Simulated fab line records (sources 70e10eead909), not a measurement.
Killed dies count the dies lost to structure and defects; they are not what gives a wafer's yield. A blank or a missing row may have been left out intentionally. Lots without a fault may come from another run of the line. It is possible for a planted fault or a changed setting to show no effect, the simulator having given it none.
Matching of chambers | flow nand-harc | rie-diel-04 running NHARC_A_STAIRCASE_ETCHBACK_157: 4 sister chambers
The step etches the open film in CH3F/O2, target depth 90 nm, time 167.14 s. 4 wafers are shown with their chamber, then 9 later ones without.

## WAFERS WITH THEIR CHAMBER
wafer  | chamber | drypump-motor-current-A (A)
L078.1 | 2       | 6.3
L087.3 | 1       | 6.3
L086.3 | 0       | 6.2
L086.5 | 3       | 5.5

## WAFERS WITH NO CHAMBER GIVEN
wafer  | drypump-motor-current-A (A)
L090.2 | 5.4
L090.3 | 6.3
L090.6 | 5.4
L096.3 | 6.2
L096.4 | 6.3
L096.5 | 6.3
L097.1 | 6.3
L097.4 | 5.4
L097.5 | 6.3

## EACH ONE'S CHAMBER
wafer  | from the rows above          | in truth
L090.2 | 3                            | 3
L090.3 | can't be placed: 1 or 2 or 0 | 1
L090.6 | 3                            | 3
L096.3 | can't be placed: 0 or 1 or 2 | 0
L096.4 | can't be placed: 1 or 2 or 0 | 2
L096.5 | can't be placed: 1 or 2 or 0 | 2
L097.1 | can't be placed: 1 or 2 or 0 | 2
L097.4 | 3                            | 3
L097.5 | can't be placed: 1 or 2 or 0 | 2
3 of 9 placed correctly. These rows do not allow placing 6 (true chamber among the candidates in 6). Placed wrongly: 0.
How it was worked out, from the rows above alone: a wafer's distance from a chamber is the root of the sum, over the readings, of the square of ((its reading less the chamber's mean) divided by the reading's scatter). The wafer belongs to the nearest chamber; if the next one is less than 2 further off, it can't be placed. For every chamber, the mean is computed from those of its wafers that are shown. The scatter (one wafer shown for each chamber): square how far every hidden wafer sits from the nearest shown wafer, average those squares and take the square root.
